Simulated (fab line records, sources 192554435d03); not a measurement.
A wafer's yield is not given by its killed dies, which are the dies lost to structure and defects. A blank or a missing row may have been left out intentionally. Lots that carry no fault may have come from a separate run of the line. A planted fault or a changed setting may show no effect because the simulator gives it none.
Which tool did it?	flow n5-finfet	24 lots with 72 wafers sampled at 2 steps, on a route of 1938 steps

## WHAT EACH GAUGE READ, for each wafer
N5_FIN_SAQP_CD_MEAS_16: target cd 35.6 nm. Usual: cd-nm at 35.54 nm, with a standard deviation of 0.28.
lot	measured	on	cd-nm (nm)	flag
L074	day 1 21:19	cd-sem-02	35.55 35.79 35.49	
L075	day 2 04:32	cd-sem-01	35.45 35.38 35.66	
L076	day 2 09:50	cd-sem-03	35.79 35.86 35.76	
L077	day 2 16:02	cd-sem-03	35.17 35.77 35.47	
L078	day 2 22:52	cd-sem-01	35.87 35.70 36.21	
L079	day 3 04:39	cd-sem-01	35.13 35.35 35.02	
L080	day 3 09:55	cd-sem-03	35.80 35.67 35.60	
L081	day 3 16:23	cd-sem-01	35.20 35.64 35.82	
L082	day 3 21:58	cd-sem-01	35.47 35.44 35.23	
L083	day 4 04:19	cd-sem-01	35.74 35.73 35.92	
L084	day 4 09:32	cd-sem-03	35.44 36.39 35.90	
L085	day 4 16:13	cd-sem-01	35.52 35.19 35.74	
L086	day 4 21:07	cd-sem-01	35.25 35.23 35.03	
L087	day 5 04:52	cd-sem-01	35.29 35.47 35.31	
L088	day 5 11:14	cd-sem-02	35.10 35.57 35.20	
L089	day 5 16:02	cd-sem-01	35.33 35.41 36.11	
L090	day 5 22:19	cd-sem-01	35.50 35.31 35.29	
L091	day 6 04:13	cd-sem-02	35.46 35.71 35.65	
L092	day 6 09:10	cd-sem-01	36.11 35.49 35.67	
L093	day 6 15:21	cd-sem-01	35.66 35.33 35.81	
L094	day 6 21:32	cd-sem-03	35.20 35.30 35.50	
L095	day 7 04:09	cd-sem-03	35.14 35.65 35.54	
L096	day 7 09:22	cd-sem-03	34.93 35.36 35.74	
L097	day 7 15:39	cd-sem-03	35.51 35.71 35.84	

N5_FIN_SAQP_INSPECT_18: inspects for defects (brightfield). Usual: raw-defect-count at 420, with a standard deviation of 110.
lot	measured	on	raw-defect-count	flag
L074	day 1 21:23	defect-inspect-01	284 220 367	
L075	day 2 04:36	defect-inspect-01	290 294 341	
L076	day 2 09:53	defect-inspect-01	384 484 559	
L077	day 2 16:05	defect-inspect-01	263 376 428	
L078	day 2 22:56	defect-inspect-01	354 310 355	
L079	day 3 04:43	defect-inspect-02	542 567 727	
L080	day 3 09:58	defect-inspect-02	444 349 652	
L081	day 3 16:27	defect-inspect-01	423 558 452	
L082	day 3 22:01	defect-inspect-01	467 465 626	
L083	day 4 04:22	defect-inspect-02	412 467 409	
L084	day 4 09:37	defect-inspect-02	657 638 454	
L085	day 4 16:16	defect-inspect-02	310 423 531	
L086	day 4 21:11	defect-inspect-01	340 499 434	
L087	day 5 04:56	defect-inspect-02	397 341 520	
L088	day 5 11:19	defect-inspect-01	223 233 245	
L089	day 5 16:07	defect-inspect-02	602 421 661	
L090	day 5 22:22	defect-inspect-01	480 495 412	
L091	day 6 04:16	defect-inspect-01	307 510 349	
L092	day 6 09:13	defect-inspect-01	478 358 459	
L093	day 6 15:25	defect-inspect-01	491 471 324	
L094	day 6 21:36	defect-inspect-02	415 328 384	
L095	day 7 04:13	defect-inspect-01	322 507 359	
L096	day 7 09:25	defect-inspect-01	347 486 392	
L097	day 7 15:43	defect-inspect-02	325 423 501	

## WHICH TOOL RAN EACH LOT (tool, then ch and the chambers of the sampled wafers, then the start)
Record: no process step prior to these readings.

## WHAT THE TOOLS THEMSELVES READ (means of the sampled wafers that have a number; where no wafer has one, the mark that the record gives instead)
The record holds no such reading with a usual standard deviation.

## THE ANSWER, worked out from the rows above alone
Rule: take the mean of a lot's wafers that have a number; if it is more than 3 standard deviations from the usual mean, the lot is off. A lot without any number at a reading at which 4 lots or more have one is off too. All remaining lots with rows at the step are treated as sound. The gauges are gone through in route order, then the tools' own readings, and for those a lot's mean is taken as printed above. At the first step where some lot is off, the reading lying furthest off is the one used; lots without a number count as furthest.
None of the lots is off at any reading shown; this tells nothing.

## WHAT HAD BEEN PUT IN BY THE SIMULATOR
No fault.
